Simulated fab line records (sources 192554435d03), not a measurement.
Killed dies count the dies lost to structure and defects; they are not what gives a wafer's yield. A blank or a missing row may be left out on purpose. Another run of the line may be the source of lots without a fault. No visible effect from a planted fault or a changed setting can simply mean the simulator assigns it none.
Split-lot study || flow n5 finfet || on a route of 1938 steps: 7 lots, 21 wafers read

== THE SPLIT ==
At N5_BEOL_M1_COAT_61 (time 60 s, resist thk 60 nm), the setting spin rpm was moved away from the recipe's 1500 rpm on 6 of the 21 wafers read, by -11.0% to +7.9%. The other wafers ran this setting at the recipe's value.

== FROM THE SPLIT TO THE READING: what the file shows between them, 8 steps ==
- N5_BEOL_M1_COAT_62: time 60 s, resist thk 12 nm
- N5_BEOL_M1_COAT_73: time 60 s, resist thk 5 nm
- N5_BEOL_M1_ETCH_74: etches underlayer in N2/H2, target depth 6.5 nm, time 5.2 s
- N5_BEOL_M1_ETCH_63: etches SiARC in CF4, target depth 15.6 nm, time 26 s
- N5_BEOL_M1_ETCH_64: etches SOC in N2/H2, target depth 75 nm, overetch 15 nm, time 112.5 s
- N5_BEOL_M1_STRIP_65: strips in N2/H2
- N5_BEOL_M1_STRIP_75: strips in N2/H2
- N5_BEOL_M1_STRIP_66: strips in CF4

== THE READING ==
SOC_of_BEOL_M1_COAT_61.thk nm (the simulator's own value, which no gauge read), in nm, at N5_BEOL_M1_HM_OPEN_17 (chemistry Cl2/BCl3, target TiN, target depth 20 nm, overetch 6 nm). No usual value for it is given in the file. Across the 15 wafers here that went through the recipe, the average is 52.2 nm and the standard deviation 0.3 nm.

{"wafer": "L080.3", "tool, chamber at the split": "litho track-03, 0", "spin rpm as run, rpm": 1500, "against the recipe": "recipe", "SOC_of_BEOL_M1_COAT_61.thk nm, nm": 52.6, "against lot-mates on the recipe": "-"}
{"wafer": "L080.5", "tool, chamber at the split": "litho track-03, 0", "spin rpm as run, rpm": 1335, "against the recipe": "-11.0%", "SOC_of_BEOL_M1_COAT_61.thk nm, nm": 55.6, "against lot-mates on the recipe": "+3.1"}
{"wafer": "L080.6", "tool, chamber at the split": "litho track-03, 0", "spin rpm as run, rpm": 1500, "against the recipe": "recipe", "SOC_of_BEOL_M1_COAT_61.thk nm, nm": 52.4, "against lot-mates on the recipe": "-"}
{"wafer": "L082.4", "tool, chamber at the split": "litho track-04, 0", "spin rpm as run, rpm": 1618, "against the recipe": "+7.9%", "SOC_of_BEOL_M1_COAT_61.thk nm, nm": 49.6, "against lot-mates on the recipe": -2.3}
{"wafer": "L082.5", "tool, chamber at the split": "litho track-04, 0", "spin rpm as run, rpm": 1500, "against the recipe": "recipe", "SOC_of_BEOL_M1_COAT_61.thk nm, nm": 52, "against lot-mates on the recipe": "-"}
{"wafer": "L082.6", "tool, chamber at the split": "litho track-04, 0", "spin rpm as run, rpm": 1500, "against the recipe": "recipe", "SOC_of_BEOL_M1_COAT_61.thk nm, nm": 51.8, "against lot-mates on the recipe": "-"}
{"wafer": "L083.3", "tool, chamber at the split": "litho track-05, 0", "spin rpm as run, rpm": 1500, "against the recipe": "recipe", "SOC_of_BEOL_M1_COAT_61.thk nm, nm": 52.6, "against lot-mates on the recipe": "-"}
{"wafer": "L083.4", "tool, chamber at the split": "litho track-05, 0", "spin rpm as run, rpm": 1500, "against the recipe": "recipe", "SOC_of_BEOL_M1_COAT_61.thk nm, nm": 52.6, "against lot-mates on the recipe": "-"}
{"wafer": "L083.5", "tool, chamber at the split": "litho track-05, 0", "spin rpm as run, rpm": 1500, "against the recipe": "recipe", "SOC_of_BEOL_M1_COAT_61.thk nm, nm": 52.6, "against lot-mates on the recipe": "-"}
{"wafer": "L084.1", "tool, chamber at the split": "litho track-05, 0", "spin rpm as run, rpm": 1500, "against the recipe": "recipe", "SOC_of_BEOL_M1_COAT_61.thk nm, nm": 52.6, "against lot-mates on the recipe": "-"}
{"wafer": "L084.3", "tool, chamber at the split": "litho track-05, 0", "spin rpm as run, rpm": 1500, "against the recipe": "recipe", "SOC_of_BEOL_M1_COAT_61.thk nm, nm": 52.4, "against lot-mates on the recipe": "-"}
{"wafer": "L084.4", "tool, chamber at the split": "litho track-05, 0", "spin rpm as run, rpm": 1366, "against the recipe": "-8.9%", "SOC_of_BEOL_M1_COAT_61.thk nm, nm": 55.2, "against lot-mates on the recipe": "+2.7"}
{"wafer": "L086.1", "tool, chamber at the split": "litho track-04, 0", "spin rpm as run, rpm": 1500, "against the recipe": "recipe", "SOC_of_BEOL_M1_COAT_61.thk nm, nm": 52.2, "against lot-mates on the recipe": "-"}
{"wafer": "L086.4", "tool, chamber at the split": "litho track-04, 0", "spin rpm as run, rpm": 1356, "against the recipe": "-9.6%", "SOC_of_BEOL_M1_COAT_61.thk nm, nm": 55.4, "against lot-mates on the recipe": "+3.2"}
{"wafer": "L086.6", "tool, chamber at the split": "litho track-04, 0", "spin rpm as run, rpm": 1356, "against the recipe": "-9.6%", "SOC_of_BEOL_M1_COAT_61.thk nm, nm": 55, "against lot-mates on the recipe": "+2.8"}
{"wafer": "L092.1", "tool, chamber at the split": "litho track-03, 0", "spin rpm as run, rpm": 1450, "against the recipe": "-3.3%", "SOC_of_BEOL_M1_COAT_61.thk nm, nm": 53, "against lot-mates on the recipe": "+1.0"}
{"wafer": "L092.3", "tool, chamber at the split": "litho track-03, 0", "spin rpm as run, rpm": 1500, "against the recipe": "recipe", "SOC_of_BEOL_M1_COAT_61.thk nm, nm": 52, "against lot-mates on the recipe": "-"}
{"wafer": "L092.4", "tool, chamber at the split": "litho track-03, 0", "spin rpm as run, rpm": 1500, "against the recipe": "recipe", "SOC_of_BEOL_M1_COAT_61.thk nm, nm": 52, "against lot-mates on the recipe": "-"}
{"wafer": "L097.2", "tool, chamber at the split": "litho track-03, 0", "spin rpm as run, rpm": 1500, "against the recipe": "recipe", "SOC_of_BEOL_M1_COAT_61.thk nm, nm": 52, "against lot-mates on the recipe": "-"}
{"wafer": "L097.4", "tool, chamber at the split": "litho track-03, 0", "spin rpm as run, rpm": 1500, "against the recipe": "recipe", "SOC_of_BEOL_M1_COAT_61.thk nm, nm": 52, "against lot-mates on the recipe": "-"}
{"wafer": "L097.6", "tool, chamber at the split": "litho track-03, 0", "spin rpm as run, rpm": 1500, "against the recipe": "recipe", "SOC_of_BEOL_M1_COAT_61.thk nm, nm": 51.8, "against lot-mates on the recipe": "-"}

FIT RESULTS
A straight line over all 21 wafers: SOC_of_BEOL_M1_COAT_61.thk nm changes by -0.315 nm for each +1% of spin rpm; r = -0.98; the points scatter about the line by 0.29 nm.
The same after taking each lot's own level away (the mean of its wafers on the recipe; 21 wafers): -0.299 nm for each +1%; r = -1.00; scatter 0.11 nm.
That fit puts the effect of the largest move of spin rpm on the reading at 3.3 nm.
The span of the lots' own levels, 51.90 to 52.60 nm, comes to 2.3 times the standard deviation stated above.
The two slopes agree, so the slope changes little with the lot-to-lot level.
Check: +3.37 nm against its lot-mates is what the line predicts for one of the wafers moved furthest among these (-11.0%) when that wafer is left out of the fit. It came out at +3.1 nm against them.

== OTHER SPLITS APPLIED TO THESE WAFERS ==
Other splits were also applied to these wafers ahead of the reading. Each is held against what the fit with the lots' levels taken away leaves over:
{"other split on the same wafers": "N5_MOL_CONTACT_COAG_CVD_140 target thk a", "wafers away from the commonest value": 10, "r with SOC_of_BEOL_M1_COAT_61.thk nm (lot level and that fit taken away)": -0.07}
{"other split on the same wafers": "N5_BEOL_M0_SAQP_HM_DEP_02 target thk a", "wafers away from the commonest value": 7, "r with SOC_of_BEOL_M1_COAT_61.thk nm (lot level and that fit taken away)": "+0.05"}
{"other split on the same wafers": "N5_BEOL_M0_SAQP_ALD_48 ald cycles", "wafers away from the commonest value": 8, "r with SOC_of_BEOL_M1_COAT_61.thk nm (lot level and that fit taken away)": -0.31}
{"other split on the same wafers": "N5_BEOL_M0_CUTY_COAT_51 spin rpm", "wafers away from the commonest value": 5, "r with SOC_of_BEOL_M1_COAT_61.thk nm (lot level and that fit taken away)": -0.06}

== THE WHOLE CHAIN: every reading that the file lists as answering this split, in the file's order ==
{"step": "N5_BEOL_M1_COAT_61", "what it does": "time 60 s, resist thk 60 nm", "reading": "SOC_of_BEOL_M1_COAT_61.thk nm (the simulator's own value, which no gauge read)", "change (the file's fit)": "-0.319 nm for each +1% of the setting", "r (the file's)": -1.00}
{"step": "N5_BEOL_M1_ETCH_64", "what it does": "etches SOC in N2/H2, target depth 75 nm, overetch 15 nm, time 112.5 s", "reading": "etch.depth nm (the simulator's own value, which no gauge read)", "change (the file's fit)": "-0.315 nm for each +1% of the setting", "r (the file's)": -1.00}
{"step": "N5_BEOL_M1_HM_OPEN_17", "what it does": "chemistry Cl2/BCl3, target TiN, target depth 20 nm, overetch 6 nm", "reading": "SOC_of_BEOL_M1_COAT_61.thk nm (the simulator's own value, which no gauge read)", "change (the file's fit)": "-0.296 nm for each +1% of the setting", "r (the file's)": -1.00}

== FILE'S OWN FIT ==
SOC_of_BEOL_M1_COAT_61.thk nm changes by -0.296 nm for each +1% of spin rpm, r = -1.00.
